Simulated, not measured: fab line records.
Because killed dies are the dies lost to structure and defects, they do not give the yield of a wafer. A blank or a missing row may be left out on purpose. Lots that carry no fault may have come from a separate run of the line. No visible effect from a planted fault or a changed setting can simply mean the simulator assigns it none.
The tool behind it: which one? ; flow nandHarc ; 6 lots, 18 wafers sampled, at 5 steps of a route of 1302

== WHAT THE GAUGES READ, wafer by wafer ==
NHARC_END_SORT_01.
lot ; measured ; on ; killedAtArray

== TOOL THAT RAN EACH LOT (tool first, then ch and the chambers of the sampled wafers, then the start) ==
lot;NHARC_A_CHANNEL_HOLE_D2_ETCH_16;NHARC_A_CHANNEL_HOLE_D2_ETCH_26;NHARC_A_CHANNEL_HOLE_D2_STRIP_28;NHARC_A_CHANNEL_FILL_D2_ALD_15
L265;rieDiel-09 ch 0,3, day 13 19:24 or earlier;harEtch-01 ch 0,1, day 13 19:24;rieDiel-05 ch 0,1, day 14 07:39 or earlier;aldSinBatch-02 ch 0, day 14 07:39
L279;rieDiel-05 ch 1,2,3, day 19 18:05 or earlier;harEtch-02 ch 0,1, day 19 18:05;rieDiel-09 ch 0,2,3, day 20 04:19 or earlier;aldSinBatch-03 ch 0, day 20 04:19
L281;rieDiel-09 ch 0,1,2, day 20 14:52 or earlier;harEtch-02 ch 0,1, day 20 14:52;rieDiel-09 ch 0,2,3, day 21 03:16 or earlier;aldSinBatch-03 ch 0, day 21 03:16
L283;rieDiel-06 ch 1,2,3, day 21 05:29 or earlier;harEtch-02 ch 0,1, day 21 05:29;rieDiel-05 ch 1,3, day 21 19:58 or earlier;aldSinBatch-02 ch 0, day 21 19:58
L284;rieDiel-06 ch 0,1,2, day 22 01:57 or earlier;harEtch-01 ch 0,1, day 22 01:57;rieDiel-09 ch 0,1, day 22 12:53 or earlier;aldSinBatch-03 ch 0, day 22 12:53
L287;rieDiel-05 ch 0,1,2, day 23 07:44 or earlier;harEtch-01 ch 0,1, day 23 07:44;rieDiel-09 ch 0,1,3, day 23 20:08 or earlier;aldSinBatch-03 ch 0, day 23 20:08
- NHARC_A_CHANNEL_HOLE_D2_ETCH_16: etches the open film in O2/COS, target depth 3100 nm, time 806 s.
- NHARC_A_CHANNEL_HOLE_D2_ETCH_26: etches the open film in C4F8/O2/Ar, time 224.1 s, target depth 300 nm.
- NHARC_A_CHANNEL_HOLE_D2_STRIP_28: strips in O2.
- NHARC_A_CHANNEL_FILL_D2_ALD_15: deposits SiNx, target thk 2 nm, pulse time 60 s, ald cycles 19.

== THE ANSWER, worked out from the rows above alone ==
Rule: the lots themselves supply what counts as usual. The widest of any qualifying gaps counts: lots, ordered by their means at a reading, are off when they make up no more than a third of the lots, leave a main group of 4 or more, and stand apart from it by 3 or more times the standard deviation of that group's means. A main group whose means are all the same, to the digits that the tables above print for the reading, isn't used. Also off: a lot with no number at a reading for which 4 or more lots have one. The other lots that the step has rows for count as sound.
Across all readings shown, no lot is off: no conclusion can be drawn from this.

== WHAT THE SIMULATOR PUT IN ==
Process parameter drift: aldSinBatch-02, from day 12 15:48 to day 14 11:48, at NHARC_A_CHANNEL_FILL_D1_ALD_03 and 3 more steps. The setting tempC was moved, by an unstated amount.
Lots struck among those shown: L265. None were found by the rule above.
